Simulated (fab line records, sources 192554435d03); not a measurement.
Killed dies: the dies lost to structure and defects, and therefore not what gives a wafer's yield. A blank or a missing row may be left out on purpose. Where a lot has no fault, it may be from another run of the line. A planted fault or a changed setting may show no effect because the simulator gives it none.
Matching of chambers    flow n5-finfet    N5_FIN_SAQP_ETCH_69 on rie-diel-01 has 4 sister chambers
The step etches SOC in N2/H2, stops on SiNx, target depth 150 nm. 4 wafers are shown with their chamber, then 9 later ones without.

== WAFERS, EACH WITH ITS CHAMBER ==
wafer   chamber  drypump-motor-current-A (A)
L084.1  2        5.3
L084.5  3        6.1
L087.5  1        5.3
L087.6  0        5.1

== WAFERS MISSING THEIR CHAMBER ==
wafer   drypump-motor-current-A (A)
L088.1  5.3
L088.2  5.1
L088.4  5.3
L092.3  5.3
L092.5  5.3
L092.6  6.1
L097.1  5.2
L097.4  6.1
L097.6  6.1

== EACH ONE'S CHAMBER ==
wafer   from the rows above           in truth
L088.1  can't be placed: 1 or 2       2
L088.2  0                             0
L088.4  can't be placed: 1 or 2       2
L092.3  can't be placed: 1 or 2       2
L092.5  can't be placed: 1 or 2       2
L092.6  3                             3
L097.1  can't be placed: 1 or 2 or 0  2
L097.4  3                             3
L097.6  3                             3
4 of 9 placed correctly. These rows do not allow placing 5 (true chamber among the candidates in 5). 0 placed wrongly.
How it was worked out, from the rows above alone: a wafer's distance from a chamber is the root of the sum, over the readings, of the square of ((its reading less the chamber's mean) divided by the reading's scatter). The wafer belongs to the nearest chamber; if the next one is less than 2 further off, it can't be placed. The mean given for a chamber averages the wafers shown for that chamber. The scatter (one wafer shown for each chamber): square how far every hidden wafer sits from the nearest shown wafer, average those squares and take the square root.
